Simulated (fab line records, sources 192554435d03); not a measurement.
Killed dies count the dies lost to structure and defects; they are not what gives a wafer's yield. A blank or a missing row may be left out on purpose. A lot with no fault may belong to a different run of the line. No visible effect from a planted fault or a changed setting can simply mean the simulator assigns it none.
Which tool did it? | flow n5 finfet | Sampling: 24 lots, 72 wafers, 4 of 1938 route steps

## WHAT THE GAUGES SHOWED, per wafer
N5_BEOL_M3_INSPECT_59: inspects for defects (darkfield).
lot  | measured     | on                | raw defect count
L074 | day 7 08:45  | defect inspect-02 | 110 91 66
L075 | day 8 03:14  | defect inspect-02 | 51 81 37
L077 | day 8 03:41  | defect inspect-02 | 106 135 96
L076 | day 8 07:56  | defect inspect-02 | 116 67 106
L078 | day 8 14:57  | defect inspect-02 | 44 42 40
L079 | day 8 17:41  | defect inspect-01 | 70 120 87
L080 | day 9 01:58  | defect inspect-02 | 90 71 63
L082 | day 9 16:16  | defect inspect-01 | 51 112 58
L081 | day 9 16:28  | defect inspect-01 | 60 55 49
L083 | day 9 17:57  | defect inspect-01 | 37 89 41
L084 | day 9 20:38  | defect inspect-01 | 62 98 64
L085 | day 10 15:06 | defect inspect-01 | 54 61 65
L087 | day 11 04:20 | defect inspect-01 | 51 82 55
L088 | day 11 06:59 | defect inspect-02 | 71 100 71
L086 | day 11 08:23 | defect inspect-01 | 49 67 51
L089 | day 11 11:53 | defect inspect-02 | 33 52 40
L090 | day 11 16:35 | defect inspect-02 | 51 59 57
L092 | day 11 18:32 | defect inspect-02 | 90 37 52
L091 | day 11 19:17 | defect inspect-02 | 75 69 32
L093 | day 12 14:46 | defect inspect-01 | 73 79 77
L094 | day 13 05:25 | defect inspect-02 | 85 48 66
L096 | day 13 07:51 | defect inspect-01 | 63 78 64
L095 | day 13 09:34 | defect inspect-02 | 85 76 78
L097 | day 13 11:55 | defect inspect-02 | 63 67 27

N5_BEOL_M4_OVL_MEAS_12.
lot  | measured     | on         | M4_OVL (nm)
L074 | day 7 09:47  | overlay-02 | 2.1 0.7 0.3
L075 | day 8 04:10  | overlay-02 | 0.8 1.2 0.6
L077 | day 8 04:35  | overlay-02 | -0.3 -0.4 -0.4
L076 | day 8 09:34  | overlay-02 | -0.8 0.0 0.1
L078 | day 8 18:08  | overlay-02 | 1.3 0.8 0.3
L079 | day 8 19:02  | overlay-02 | -0.4 -0.1 0.6
L080 | day 9 03:25  | overlay-01 | 0.1 0.0 -0.3
L082 | day 9 17:26  | overlay-02 | 0.3 0.1 0.3
L081 | day 9 17:39  | overlay-01 | 1.2 0.7 0.9
L083 | day 9 18:46  | overlay-01 | 1.0 1.7 0.9
L084 | day 9 21:47  | overlay-01 | 0.0 -0.2 0.5
L085 | day 10 17:04 | overlay-02 | 0.2 -0.4 -0.6
L087 | day 11 04:58 | overlay-01 | -0.3 -0.7 -0.4
L088 | day 11 08:31 | overlay-01 | 0.7 0.6 1.1
L086 | day 11 09:15 | overlay-02 | -0.9 -1.0 -1.6
L089 | day 11 14:18 | overlay-01 | 2.0 1.1 1.3
L090 | day 11 18:24 | overlay-02 | 0.5 -0.1 -0.1
L092 | day 11 21:20 | overlay-01 | 0.6 0.5 1.6
L091 | day 11 21:23 | overlay-01 | -0.3 -0.5 -0.1
L093 | day 12 18:26 | overlay-02 | 0.7 -0.5 0.2
L094 | day 13 07:50 | overlay-01 | 0.1 0.2 -1.4
L096 | day 13 11:04 | overlay-02 | 1.2 0.5 0.2
L095 | day 13 11:25 | overlay-02 | 0.3 -0.3 0.3
L097 | day 13 13:10 | overlay-01 | 0.6 0.5 0.2

## EACH LOT AND THE TOOL THAT RAN IT (in order: tool; ch and the chambers of the sampled wafers; start)
lot  | N5_BEOL_M3_SPUTTER_81        | N5_BEOL_M3_ANNEAL_89
L074 | pvd sputter-01, day 7 06:18  | pvd sputter-01, day 7 06:49
L075 | pvd sputter-02, day 8 00:49  | pvd sputter-02, day 8 01:20
L077 | pvd sputter-01, day 8 01:16  | pvd sputter-01, day 8 01:47
L076 | pvd sputter-03, day 8 05:32  | pvd sputter-03, day 8 06:03
L078 | pvd sputter-03, day 8 12:34  | pvd sputter-03, day 8 13:05
L079 | pvd sputter-02, day 8 15:17  | pvd sputter-02, day 8 15:49
L080 | pvd sputter-02, day 8 23:33  | pvd sputter-02, day 9 00:04
L082 | pvd sputter-01, day 9 13:43  | pvd sputter-01, day 9 14:14
L081 | pvd sputter-02, day 9 13:46  | pvd sputter-02, day 9 14:17
L083 | pvd sputter-01, day 9 15:33  | pvd sputter-01, day 9 16:04
L084 | pvd sputter-01, day 9 18:14  | pvd sputter-01, day 9 18:45
L085 | pvd sputter-01, day 10 12:22 | pvd sputter-01, day 10 12:53
L087 | pvd sputter-01, day 11 01:43 | pvd sputter-01, day 11 02:14
L088 | pvd sputter-01, day 11 04:35 | pvd sputter-01, day 11 05:07
L086 | pvd sputter-03, day 11 05:59 | pvd sputter-03, day 11 06:31
L089 | pvd sputter-01, day 11 09:29 | pvd sputter-01, day 11 10:01
L090 | pvd sputter-03, day 11 14:11 | pvd sputter-03, day 11 14:43
L092 | pvd sputter-03, day 11 16:09 | pvd sputter-03, day 11 16:40
L091 | pvd sputter-01, day 11 16:52 | pvd sputter-01, day 11 17:23
L093 | pvd sputter-03, day 12 12:23 | pvd sputter-03, day 12 12:54
L094 | pvd sputter-02, day 13 02:38 | pvd sputter-02, day 13 03:10
L096 | pvd sputter-03, day 13 05:27 | pvd sputter-03, day 13 05:58
L095 | pvd sputter-01, day 13 07:03 | pvd sputter-01, day 13 07:34
L097 | pvd sputter-02, day 13 09:07 | pvd sputter-02, day 13 09:38
- N5_BEOL_M3_SPUTTER_81: material Cu, target thk 4.5 nm, time 8.29 s.
- N5_BEOL_M3_ANNEAL_89: time 240 s.

## AS READ BY THE TOOLS THEMSELVES (means over the sampled wafers that have a number; for cases with no such wafer, the mark the record gives instead)
N5_BEOL_M3_SPUTTER_81.
lot  | tool           | chuck sensor temp C (C) | substrate temp c (C) | throttle valve pct (%)
L074 | pvd sputter-01 | -15.6                   | -20.04               | 30.8
L075 | pvd sputter-02 | -15.8                   | -19.98               | 28.4
L077 | pvd sputter-01 | -16.3                   | -20.03               | 30.1
L076 | pvd sputter-03 | -15.7                   | -20.08               | 29.3
L078 | pvd sputter-03 | -15.9                   | -19.98               | 29.6
L079 | pvd sputter-02 | -15.6                   | -20.04               | 28.9
L080 | pvd sputter-02 | -15.8                   | -19.96               | 29.0
L082 | pvd sputter-01 | -15.7                   | -20.07               | 31.0
L081 | pvd sputter-02 | -15.8                   | -19.89               | 28.8
L083 | pvd sputter-01 | -16.2                   | -20.03               | 29.8
L084 | pvd sputter-01 | -16.5                   | -20.02               | 30.2
L085 | pvd sputter-01 | -15.8                   | -20.06               | 31.3
L087 | pvd sputter-01 | -16.0                   | -20.07               | 29.8
L088 | pvd sputter-01 | -16.3                   | -19.91               | 29.5
L086 | pvd sputter-03 | -16.1                   | -19.95               | 29.5
L089 | pvd sputter-01 | -16.3                   | -20.00               | 30.0
L090 | pvd sputter-03 | -16.4                   | -19.94               | 29.4
L092 | pvd sputter-03 | -15.9                   | -20.02               | 29.7
L091 | pvd sputter-01 | -16.3                   | -20.02               | 30.1
L093 | pvd sputter-03 | -16.2                   | -20.03               | 30.4
L094 | pvd sputter-02 | -15.7                   | -20.00               | 28.9
L096 | pvd sputter-03 | -16.0                   | -20.02               | 29.5
L095 | pvd sputter-01 | -15.8                   | -20.04               | 30.4
L097 | pvd sputter-02 | -16.0                   | -19.88               | 29.0

N5_BEOL_M3_ANNEAL_89.
lot  | tool           | heater power w (W)
L074 | pvd sputter-01 | 857
L075 | pvd sputter-02 | 755
L077 | pvd sputter-01 | 875
L076 | pvd sputter-03 | 717
L078 | pvd sputter-03 | 730
L079 | pvd sputter-02 | 763
L080 | pvd sputter-02 | 792
L082 | pvd sputter-01 | 885
L081 | pvd sputter-02 | 791
L083 | pvd sputter-01 | 883
L084 | pvd sputter-01 | 888
L085 | pvd sputter-01 | 867
L087 | pvd sputter-01 | 873
L088 | pvd sputter-01 | 870
L086 | pvd sputter-03 | 733
L089 | pvd sputter-01 | 875
L090 | pvd sputter-03 | 755
L092 | pvd sputter-03 | 721
L091 | pvd sputter-01 | 851
L093 | pvd sputter-03 | 747
L094 | pvd sputter-02 | 771
L096 | pvd sputter-03 | 725
L095 | pvd sputter-01 | 865
L097 | pvd sputter-02 | 802

## THE ANSWER, worked out from the rows above alone
Rule: usual is defined by the lots themselves. The widest of any qualifying gaps counts: lots, ordered by their means at a reading, are off when they make up no more than a third of the lots, leave a main group of 4 or more, and stand apart from it by 3 or more times the standard deviation of that group's means. A main group whose means are all the same, to the digits that the tables above print for the reading, isn't used. A lot without any number at a reading at which 4 lots or more have one is off too. Any other lot the step has rows for is counted as sound. After the gauges, taken in route order, come the tools' own readings; for these a lot's mean is taken, as printed above. The first step at which some lot is off is used, and at that step the reading that is off furthest; a lot without a number counts as furthest.
No lot is off at any reading shown: from this, nothing can be told.

## WHAT THE SIMULATOR HAD PUT IN
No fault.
